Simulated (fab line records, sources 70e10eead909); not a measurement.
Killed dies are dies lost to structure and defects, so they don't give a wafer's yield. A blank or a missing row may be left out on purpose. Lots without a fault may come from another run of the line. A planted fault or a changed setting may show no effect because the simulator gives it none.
Which tool did it? | flow nand_harc | 21 lots, 63 wafers sampled, at 6 steps of a route of 1159

WHAT THE GAUGES READ, wafer by wafer
The record holds no reading of a measuring or inspecting step that can be judged against a usual standard deviation.

WHICH TOOL RAN EACH LOT (tool, then ch and the chambers of the sampled wafers, then the start)
lot  | NHARC_P_ZERO_WELL_ETCH_62                     | NHARC_A_ZERO_WELL_ETCH_13        | NHARC_A_STAIRCASE_TRIM_26                     | NHARC_A_STAIRCASE_TRIM_233                    | NHARC_A_STAIRCASE_ETCH_236                    | NHARC_A_STAIRCASE_STRIP_238
L074 | rie_diel-01 ch 2,3, day 6 03:28 or earlier    | rie_si-01 ch 0,1,3, day 6 03:28  | rie_diel-11 ch 2,3, day 10 15:01 or earlier   | rie_diel-11 ch 0,1,3, day 10 15:01 or earlier | rie_diel-11 ch 1,2, day 10 15:01 or earlier   | plasma_asher-01 ch 0,1, day 10 15:01
L075 | rie_diel-10 ch 0,2,3, day 7 01:32 or earlier  | rie_si-01 ch 0,1, day 7 01:32    | rie_diel-09 ch 1,2,3, day 12 00:34 or earlier | rie_diel-09 ch 1,2,3, day 12 00:34 or earlier | rie_diel-09 ch 2,3, day 12 00:34 or earlier   | plasma_asher-02 ch 0,1, day 12 00:34
L076 | rie_diel-01 ch 0,1,3, day 7 02:40 or earlier  | rie_si-06 ch 0,1,3, day 7 02:40  | rie_diel-13 ch 1,2,3, day 12 01:19 or earlier | rie_diel-11 ch 0,1,2, day 12 01:19 or earlier | rie_diel-11 ch 0,2,3, day 12 01:19 or earlier | plasma_asher-01 ch 0,1, day 12 01:19
L079 | rie_diel-10 ch 0,3, day 7 17:53 or earlier    | rie_si-01 ch 0,3, day 7 17:53    | rie_diel-11 ch 1,2,3, day 12 06:23 or earlier | rie_diel-09 ch 0,1, day 12 06:23 or earlier   | rie_diel-09 ch 1,2, day 12 06:23 or earlier   | plasma_asher-01 ch 0,1, day 12 06:23
L080 | rie_diel-10 ch 1,2,3, day 8 07:56 or earlier  | rie_si-06 ch 0,2,3, day 8 07:56  | rie_diel-09 ch 0,2, day 13 11:17 or earlier   | rie_diel-13 ch 0,2,3, day 13 11:17 or earlier | rie_diel-13 ch 0,1,3, day 13 11:17 or earlier | plasma_asher-02 ch 0,1, day 13 11:17
L081 | rie_diel-01 ch 0,1,3, day 8 10:55 or earlier  | rie_si-06 ch 0,2,3, day 8 10:55  | rie_diel-11 ch 0,2,3, day 13 05:19 or earlier | rie_diel-09 ch 0,2,3, day 13 05:19 or earlier | rie_diel-09 ch 0,3, day 13 05:19 or earlier   | plasma_asher-02 ch 0,1, day 13 05:19
L082 | rie_diel-02 ch 0,1, day 8 08:59 or earlier    | rie_si-01 ch 1,2,3, day 8 08:59  | rie_diel-11 ch 0,2,3, day 13 05:41 or earlier | rie_diel-11 ch 1,2, day 13 05:41 or earlier   | rie_diel-11 ch 1,2,3, day 13 05:41 or earlier | plasma_asher-01 ch 0,1, day 13 05:41
L084 | rie_diel-01 ch 2,3, day 8 18:02 or earlier    | rie_si-03 ch 0,1,3, day 8 18:02  | rie_diel-11 ch 0,1,3, day 13 14:38 or earlier | rie_diel-11 ch 0,3, day 13 14:38 or earlier   | rie_diel-11 ch 1,3, day 13 14:38 or earlier   | plasma_asher-02 ch 0,1, day 13 14:38
L085 | rie_diel-10 ch 1,2,3, day 9 20:38 or earlier  | rie_si-01 ch 0,1,2, day 9 20:38  | rie_diel-13 ch 2,3, day 14 12:41 or earlier   | rie_diel-09 ch 0,1,3, day 14 12:41 or earlier | rie_diel-09 ch 1,2,3, day 14 12:41 or earlier | plasma_asher-01 ch 0,1, day 14 12:41
L086 | rie_diel-02 ch 1,2,3, day 9 22:17 or earlier  | rie_si-06 ch 0,1,3, day 9 22:17  | rie_diel-13 ch 1,2,3, day 14 08:54 or earlier | rie_diel-09 ch 0,1,2, day 14 08:54 or earlier | rie_diel-09 ch 0,2,3, day 14 08:54 or earlier | plasma_asher-02 ch 0,1, day 14 08:54
L087 | rie_diel-02 ch 0,1,2, day 10 11:06 or earlier | rie_si-01 ch 0,1,2, day 10 11:06 | rie_diel-09 ch 1,2,3, day 15 00:28 or earlier | rie_diel-09 ch 0,2,3, day 15 00:28 or earlier | rie_diel-09 ch 2,3, day 15 00:28 or earlier   | plasma_asher-02 ch 0,1, day 15 00:28
L088 | rie_diel-02 ch 0,3, day 9 21:33 or earlier    | rie_si-03 ch 0,1, day 9 21:33    | rie_diel-09 ch 1,2,3, day 14 08:29 or earlier | rie_diel-11 ch 2,3, day 14 08:29 or earlier   | rie_diel-11 ch 0,2,3, day 14 08:29 or earlier | plasma_asher-01 ch 0,1, day 14 08:29
L089 | rie_diel-02 ch 0,2, day 10 21:53 or earlier   | rie_si-03 ch 0,1,2, day 10 21:53 | rie_diel-09 ch 1,2,3, day 15 05:32 or earlier | rie_diel-09 ch 0,2, day 15 05:32 or earlier   | rie_diel-09 ch 1,3, day 15 05:32 or earlier   | plasma_asher-02 ch 0, day 15 05:32
L090 | rie_diel-10 ch 0,1,3, day 10 19:50 or earlier | rie_si-01 ch 0,2,3, day 10 19:50 | rie_diel-11 ch 0,2, day 15 05:56 or earlier   | rie_diel-11 ch 1,2,3, day 15 05:56 or earlier | rie_diel-11 ch 1,2,3, day 15 05:56 or earlier | plasma_asher-01 ch 0,1, day 15 05:56
L091 | rie_diel-01 ch 0,1,2, day 11 00:32 or earlier | rie_si-06 ch 0,2,3, day 11 00:32 | rie_diel-13 ch 0,1,3, day 15 16:49 or earlier | rie_diel-13 ch 0,2,3, day 15 16:49 or earlier | rie_diel-13 ch 1,2,3, day 15 16:49 or earlier | plasma_asher-02 ch 0,1, day 15 16:49
L092 | rie_diel-02 ch 0,2,3, day 11 01:16 or earlier | rie_si-01 ch 1,2, day 11 01:16   | rie_diel-09 ch 1,2,3, day 15 20:17 or earlier | rie_diel-13 ch 2,3, day 15 20:17 or earlier   | rie_diel-13 ch 1,2, day 15 20:17 or earlier   | plasma_asher-02 ch 0,1, day 15 20:17
L093 | rie_diel-10 ch 1,3, day 11 14:59 or earlier   | rie_si-01 ch 0,1,2, day 11 14:59 | rie_diel-09 ch 1,2, day 16 07:45 or earlier   | rie_diel-09 ch 0,2, day 16 07:45 or earlier   | rie_diel-09 ch 0,1, day 16 07:45 or earlier   | plasma_asher-01 ch 0,1, day 16 07:45
L094 | rie_diel-01 ch 0,3, day 11 10:20 or earlier   | rie_si-06 ch 0,1,2, day 11 10:20 | rie_diel-13 ch 0,1,3, day 16 03:21 or earlier | rie_diel-11 ch 1,2,3, day 16 03:21 or earlier | rie_diel-11 ch 0,3, day 16 03:21 or earlier   | plasma_asher-01 ch 0,1, day 16 03:21
L095 | rie_diel-02 ch 0,2,3, day 11 19:56 or earlier | rie_si-03 ch 0,1, day 11 19:56   | rie_diel-11 ch 0,1,2, day 16 17:06 or earlier | rie_diel-13 ch 0,1,2, day 16 17:06 or earlier | rie_diel-13 ch 0,1,3, day 16 17:06 or earlier | plasma_asher-01 ch 0,1, day 16 17:06
L096 | rie_diel-10 ch 0,1,3, day 11 22:05 or earlier | rie_si-01 ch 1,2,3, day 11 22:05 | rie_diel-13 ch 2,3, day 16 17:20 or earlier   | rie_diel-09 ch 0,1, day 16 17:20 or earlier   | rie_diel-09 ch 0,1,3, day 16 17:20 or earlier | plasma_asher-02 ch 0,1, day 16 17:20
L097 | rie_diel-01 ch 0,1,2, day 12 15:32 or earlier | rie_si-01 ch 0,2,3, day 12 15:32 | rie_diel-13 ch 2,3, day 17 02:20 or earlier   | rie_diel-13 ch 0,1,2, day 17 02:20 or earlier | rie_diel-13 ch 1,2,3, day 17 02:20 or earlier | plasma_asher-02 ch 0,1, day 17 02:20
- NHARC_P_ZERO_WELL_ETCH_62: etches the open film in CHF3/Ar, target depth 13 nm, time 6.5 s.
- NHARC_A_ZERO_WELL_ETCH_13: etches the open film in HBr/Cl2, target depth 120 nm, time 40.1 s.
- NHARC_A_STAIRCASE_TRIM_26: chemistry O2, time 211.2 s.
- NHARC_A_STAIRCASE_TRIM_233: chemistry O2, time 211.2 s.
- NHARC_A_STAIRCASE_ETCH_236: etches the open film in C4F8/O2, target depth 100 nm, time 40.5 s.
- NHARC_A_STAIRCASE_STRIP_238: strips in O2.

WHAT THE TOOLS THEMSELVES READ (means of the sampled wafers that have a number; where no wafer has one, the mark that the record gives instead)
NHARC_P_ZERO_WELL_ETCH_62. Usual: chamber_pressure_mTorr 25.000 mTorr, standard deviation 0.023; drypump_motor_current_A 5.8 A, standard deviation 0.41; oes_product_au 0.968 a.u., standard deviation 0.012; rf_vpp_V 371.2 V, standard deviation 2.3; showerhead_plenum_p_Torr 2.37 Torr, standard deviation 0.096; throttle_valve_pct 20.217 %, standard deviation 0.0098.
lot  | tool        | chamber_pressure_mTorr (mTorr) | drypump_motor_current_A (A) | oes_product_au (a.u.) | rf_vpp_V (V) | showerhead_plenum_p_Torr (Torr) | throttle_valve_pct (%) | flag
L074 | rie_diel-01 | 25.009                         | 5.6                         | 0.982                 | 372.3        | 2.42                            | 20.213                 |
L075 | rie_diel-10 | 24.978                         | 6.4                         | 0.962                 | 370.1        | 2.34                            | 20.223                 |
L076 | rie_diel-01 | 25.000                         | 5.7                         | 0.964                 | 369.8        | 2.33                            | 20.207                 |
L079 | rie_diel-10 | 24.986                         | 6.2                         | 0.965                 | 371.3        | 2.39                            | 20.220                 |
L080 | rie_diel-10 | 24.966                         | 6.1                         | 0.973                 | 369.9        | 2.31                            | 20.215                 |
L081 | rie_diel-01 | 25.017                         | 5.7                         | 0.975                 | 370.5        | 2.33                            | 20.222                 |
L082 | rie_diel-02 | 24.997                         | 5.7                         | 0.975                 | 372.5        | 2.44                            | 20.213                 |
L084 | rie_diel-01 | 25.008                         | 5.6                         | 0.973                 | 372.7        | 2.41                            | 20.214                 |
L085 | rie_diel-10 | 24.996                         | 6.1                         | 0.973                 | 368.5        | 2.31                            | 20.219                 |
L086 | rie_diel-02 | 25.014                         | 5.6                         | 0.942                 | 372.4        | 2.45                            | 20.223                 |
L087 | rie_diel-02 | 25.007                         | 5.8                         | 0.980                 | 372.4        | 2.44                            | 20.223                 |
L088 | rie_diel-02 | 24.985                         | 5.7                         | 0.974                 | 369.4        | 2.30                            | 20.219                 |
L089 | rie_diel-02 | 25.006                         | 5.9                         | 0.969                 | 372.7        | 2.45                            | 20.208                 |
L090 | rie_diel-10 | 24.982                         | 6.0                         | 0.957                 | 370.6        | 2.36                            | 20.210                 |
L091 | rie_diel-01 | 25.014                         | 5.7                         | 0.965                 | 370.6        | 2.32                            | 20.222                 |
L092 | rie_diel-02 | 25.008                         | 5.8                         | 0.962                 | 371.2        | 2.37                            | 20.216                 |
L093 | rie_diel-10 | 25.010                         | 5.7                         | 0.969                 | 371.4        | 2.33                            | 20.213                 |
L094 | rie_diel-01 | 24.988                         | 5.8                         | 0.981                 | 371.8        | 2.40                            | 20.215                 |
L095 | rie_diel-02 | 25.027                         | 5.8                         | 0.970                 | 371.4        | 2.37                            | 20.210                 |
L096 | rie_diel-10 | 25.000                         | 6.0                         | 0.966                 | 371.2        | 2.36                            | 20.212                 |
L097 | rie_diel-01 | 25.000                         | 5.7                         | 0.960                 | 370.4        | 2.32                            | 20.220                 |

NHARC_A_ZERO_WELL_ETCH_13. Usual: chamber_pressure_mTorr 15.001 mTorr, standard deviation 0.014; drypump_motor_current_A 5.9 A, standard deviation 0.42; oes_product_au 0.995 a.u., standard deviation 0.0084; throttle_valve_pct 26.406 %, standard deviation 0.0096.
lot  | tool      | chamber_pressure_mTorr (mTorr) | drypump_motor_current_A (A) | oes_product_au (a.u.) | throttle_valve_pct (%) | flag
L074 | rie_si-01 | 15.001                         | 5.8                         | 0.997                 | 26.414                 |
L075 | rie_si-01 | 15.000                         | 5.8                         | 0.996                 | 26.402                 |
L076 | rie_si-06 | 15.000                         | 5.8                         | 1.001                 | 26.407                 |
L079 | rie_si-01 | 14.995                         | 6.1                         | 1.005                 | 26.401                 |
L080 | rie_si-06 | 15.003                         | 5.8                         | 1.003                 | 26.406                 |
L081 | rie_si-06 | 15.008                         | 5.8                         | 0.999                 | 26.414                 |
L082 | rie_si-01 | 15.006                         | 5.7                         | 0.992                 | 26.408                 |
L084 | rie_si-03 | 14.989                         | 5.6                         | 0.990                 | 26.411                 |
L085 | rie_si-01 | 15.012                         | 6.1                         | 0.993                 | 26.406                 |
L086 | rie_si-06 | 14.988                         | 5.8                         | 0.995                 | 26.417                 |
L087 | rie_si-01 | 15.009                         | 6.1                         | 0.990                 | 26.408                 |
L088 | rie_si-03 | 15.013                         | 5.7                         | 0.996                 | 26.398                 |
L089 | rie_si-03 | 15.003                         | 5.8                         | 0.989                 | 26.394                 |
L090 | rie_si-01 | 15.008                         | 6.1                         | 0.989                 | 26.405                 |
L091 | rie_si-06 | 15.002                         | 5.8                         | 1.000                 | 26.417                 |
L092 | rie_si-01 | 15.000                         | 6.0                         | 0.997                 | 26.408                 |
L093 | rie_si-01 | 14.993                         | 6.1                         | 0.989                 | 26.406                 |
L094 | rie_si-06 | 15.007                         | 5.8                         | 0.996                 | 26.409                 |
L095 | rie_si-03 | 15.011                         | 5.7                         | 0.994                 | 26.400                 |
L096 | rie_si-01 | 14.997                         | 5.7                         | 0.996                 | 26.404                 |
L097 | rie_si-01 | 15.004                         | 6.1                         | 0.997                 | 26.402                 |

NHARC_A_STAIRCASE_TRIM_26. Usual: chamber_pressure_mTorr 60.00 mTorr, standard deviation 0.05; drypump_motor_current_A 5.5 A, standard deviation 0.39; oes_product_au 1.003 a.u., standard deviation 0.0076; rf_vpp_V 57.7 V, standard deviation 0.94; showerhead_plenum_p_Torr 3.51 Torr, standard deviation 0.15; throttle_valve_pct 17.036 %, standard deviation 0.0084.
lot  | tool        | chamber_pressure_mTorr (mTorr) | drypump_motor_current_A (A) | oes_product_au (a.u.) | rf_vpp_V (V) | showerhead_plenum_p_Torr (Torr) | throttle_valve_pct (%) | flag
L074 | rie_diel-11 | 59.94                          | 5.8                         | 1.007                 | 57.8         | 3.47                            | 17.036                 |
L075 | rie_diel-09 | 60.05                          | 5.3                         | 0.993                 | 56.6         | 3.46                            | 17.033                 |
L076 | rie_diel-13 | 59.98                          | 5.9                         | 0.997                 | 56.8         | 3.36                            | 17.036                 |
L079 | rie_diel-11 | 60.02                          | 5.8                         | 1.013                 | 56.5         | 3.50                            | 17.034                 |
L080 | rie_diel-09 | 60.00                          | 5.1                         | 0.993                 | 57.8         | 3.49                            | 17.037                 |
L081 | rie_diel-11 | 60.01                          | 5.7                         | 1.006                 | 57.0         | 3.41                            | 17.036                 |
L082 | rie_diel-11 | 60.01                          | 5.7                         | 1.012                 | 57.8         | 3.41                            | 17.036                 |
L084 | rie_diel-11 | 59.99                          | 5.6                         | 1.006                 | 58.7         | 3.44                            | 17.036                 |
L085 | rie_diel-13 | 59.95                          | 6.0                         | 0.997                 | 57.4         | 3.49                            | 17.029                 |
L086 | rie_diel-13 | 59.92                          | 5.9                         | 1.007                 | 57.6         | 3.52                            | 17.040                 |
L087 | rie_diel-09 | 60.03                          | 5.3                         | 1.001                 | 58.0         | 3.63                            | 17.038                 |
L088 | rie_diel-09 | 59.97                          | 5.3                         | 0.999                 | 58.3         | 3.63                            | 17.036                 |
L089 | rie_diel-09 | 60.03                          | 5.3                         | 1.006                 | 57.7         | 3.63                            | 17.040                 |
L090 | rie_diel-11 | 59.98                          | 5.7                         | 1.017                 | 56.9         | 3.41                            | 17.031                 |
L091 | rie_diel-13 | 60.01                          | 5.8                         | 1.010                 | 58.1         | 3.61                            | 17.028                 |
L092 | rie_diel-09 | 60.02                          | 5.3                         | 1.004                 | 58.6         | 3.63                            | 17.034                 |
L093 | rie_diel-09 | 60.04                          | 5.3                         | 0.994                 | 57.4         | 3.63                            | 17.030                 |
L094 | rie_diel-13 | 59.96                          | 5.7                         | 1.001                 | 57.5         | 3.61                            | 17.026                 |
L095 | rie_diel-11 | 60.01                          | 5.7                         | 1.015                 | 57.0         | 3.43                            | 17.035                 |
L096 | rie_diel-13 | 59.98                          | 6.0                         | 1.007                 | 57.9         | 3.48                            | 17.033                 |
L097 | rie_diel-13 | 60.01                          | 6.3                         | 1.004                 | 57.6         | 3.63                            | 17.037                 |

NHARC_A_STAIRCASE_TRIM_233. Usual: chamber_pressure_mTorr 60.01 mTorr, standard deviation 0.059; drypump_motor_current_A 5.5 A, standard deviation 0.4; oes_product_au 1.002 a.u., standard deviation 0.0081; rf_vpp_V 57.8 V, standard deviation 0.88; showerhead_plenum_p_Torr 3.52 Torr, standard deviation 0.16; throttle_valve_pct 17.036 %, standard deviation 0.0094.
lot  | tool        | chamber_pressure_mTorr (mTorr) | drypump_motor_current_A (A) | oes_product_au (a.u.) | rf_vpp_V (V) | showerhead_plenum_p_Torr (Torr) | throttle_valve_pct (%) | flag
L074 | rie_diel-11 | 60.04                          | 5.7                         | 1.002                 | 57.1         | 3.46                            | 17.029                 |
L075 | rie_diel-09 | 60.01                          | 5.3                         | 0.998                 | 57.2         | 3.64                            | 17.041                 |
L076 | rie_diel-11 | 60.02                          | 5.6                         | 1.011                 | 57.9         | 3.45                            | 17.028                 |
L079 | rie_diel-09 | 60.00                          | 5.0                         | 1.001                 | 57.6         | 3.51                            | 17.045                 |
L080 | rie_diel-13 | 60.00                          | 5.9                         | 1.005                 | 58.1         | 3.57                            | 17.031                 |
L081 | rie_diel-09 | 59.96                          | 5.1                         | 1.002                 | 57.5         | 3.49                            | 17.041                 |
L082 | rie_diel-11 | 60.01                          | 5.7                         | 1.009                 | 58.7         | 3.53                            | 17.037                 |
L084 | rie_diel-11 | 60.00                          | 5.6                         | 1.013                 | 57.3         | 3.36                            | 17.033                 |
L085 | rie_diel-09 | 60.02                          | 5.1                         | 1.000                 | 58.3         | 3.56                            | 17.039                 |
L086 | rie_diel-09 | 59.99                          | 5.2                         | 0.996                 | 57.9         | 3.57                            | 17.033                 |
L087 | rie_diel-09 | 59.97                          | 5.1                         | 0.997                 | 57.2         | 3.48                            | 17.042                 |
L088 | rie_diel-11 | 59.96                          | 5.8                         | 1.005                 | 57.7         | 3.45                            | 17.044                 |
L089 | rie_diel-09 | 59.96                          | 5.0                         | 0.997                 | 57.6         | 3.41                            | 17.038                 |
L090 | rie_diel-11 | 60.03                          | 5.8                         | 1.003                 | 58.1         | 3.48                            | 17.039                 |
L091 | rie_diel-13 | 59.98                          | 5.9                         | 1.002                 | 57.5         | 3.57                            | 17.032                 |
L092 | rie_diel-13 | 59.97                          | 6.3                         | 0.999                 | 57.8         | 3.64                            | 17.034                 |
L093 | rie_diel-09 | 59.99                          | 5.1                         | 0.996                 | 57.7         | 3.47                            | 17.034                 |
L094 | rie_diel-11 | 60.04                          | 5.7                         | 1.000                 | 58.4         | 3.48                            | 17.031                 |
L095 | rie_diel-13 | 60.02                          | 5.5                         | 1.005                 | 57.6         | 3.44                            | 17.032                 |
L096 | rie_diel-09 | 60.01                          | 5.2                         | 0.994                 | 57.8         | 3.64                            | 17.033                 |
L097 | rie_diel-13 | 60.04                          | 5.5                         | 1.008                 | 57.6         | 3.44                            | 17.047                 |

NHARC_A_STAIRCASE_ETCH_236. Usual: chamber_pressure_mTorr 25.000 mTorr, standard deviation 0.023; oes_product_au 0.948 a.u., standard deviation 0.0098; rf_vpp_V 895 V, standard deviation 5.3.
lot  | tool        | chamber_pressure_mTorr (mTorr) | oes_product_au (a.u.) | rf_vpp_V (V) | flag
L074 | rie_diel-11 | 25.006                         | 0.948                 | 896          |
L075 | rie_diel-09 | 25.007                         | 0.938                 | 897          |
L076 | rie_diel-11 | 24.999                         | 0.948                 | 893          |
L079 | rie_diel-09 | 24.991                         | 0.947                 | 900          |
L080 | rie_diel-13 | 24.971                         | 0.953                 | 899          |
L081 | rie_diel-09 | 25.013                         | 0.937                 | 892          |
L082 | rie_diel-11 | 24.998                         | 0.933                 | 894          |
L084 | rie_diel-11 | 25.001                         | 0.955                 | 894          |
L085 | rie_diel-09 | 25.011                         | 0.942                 | 900          |
L086 | rie_diel-09 | 25.029                         | 0.947                 | 895          |
L087 | rie_diel-09 | 24.988                         | 0.947                 | 897          |
L088 | rie_diel-11 | 24.987                         | 0.950                 | 892          |
L089 | rie_diel-09 | 24.974                         | 0.945                 | 900          |
L090 | rie_diel-11 | 25.000                         | 0.943                 | 895          |
L091 | rie_diel-13 | 25.013                         | 0.961                 | 895          |
L092 | rie_diel-13 | 24.999                         | 0.954                 | 889          |
L093 | rie_diel-09 | 24.979                         | 0.945                 | 895          |
L094 | rie_diel-11 | 25.007                         | 0.940                 | 889          |
L095 | rie_diel-13 | 25.014                         | 0.938                 | 898          |
L096 | rie_diel-09 | 25.026                         | 0.952                 | 897          |
L097 | rie_diel-13 | 24.999                         | 0.959                 | 896          |

NHARC_A_STAIRCASE_STRIP_238. Usual: drypump_motor_current_A 5.8 A, standard deviation 0.47; heater_power_w 351 W, standard deviation 22.
lot  | tool            | drypump_motor_current_A (A) | heater_power_w (W) | flag
L074 | plasma_asher-01 | 5.6                         | 327                |
L075 | plasma_asher-02 | 6.1                         | 371                |
L076 | plasma_asher-01 | 5.7                         | 326                |
L079 | plasma_asher-01 | 5.7                         | 322                |
L080 | plasma_asher-02 | 6.1                         | 368                |
L081 | plasma_asher-02 | 5.6                         | 380                |
L082 | plasma_asher-01 | 5.7                         | 335                |
L084 | plasma_asher-02 | 6.1                         | 365                |
L085 | plasma_asher-01 | 5.6                         | 333                |
L086 | plasma_asher-02 | 6.1                         | 371                |
L087 | plasma_asher-02 | 5.7                         | 372                |
L088 | plasma_asher-01 | 5.7                         | 335                |
L089 | plasma_asher-02 | 5.2                         | 381                |
L090 | plasma_asher-01 | 5.6                         | 335                |
L091 | plasma_asher-02 | 6.1                         | 370                |
L092 | plasma_asher-02 | 6.1                         | 371                |
L093 | plasma_asher-01 | 5.7                         | 331                |
L094 | plasma_asher-01 | 5.7                         | 335                |
L095 | plasma_asher-01 | 5.7                         | 334                |
L096 | plasma_asher-02 | 6.1                         | 361                |
L097 | plasma_asher-02 | 5.6                         | 357                |

THE ANSWER, worked out from the rows above alone
Rule: a lot is off if the mean of its wafers that have a number lies more than 3 standard deviations from the usual mean. A lot without any number at a reading at which 4 lots or more have one is off too. The other lots that the step has rows for count as sound. The gauges are gone through in route order, then the tools' own readings, and for those a lot's mean is taken as printed above. The first step at which some lot is off is used, and at that step the reading that is off furthest; a lot without a number counts as furthest.
No lot is off at any reading shown: from this, nothing can be told.

WHAT THE SIMULATOR HAD PUT IN
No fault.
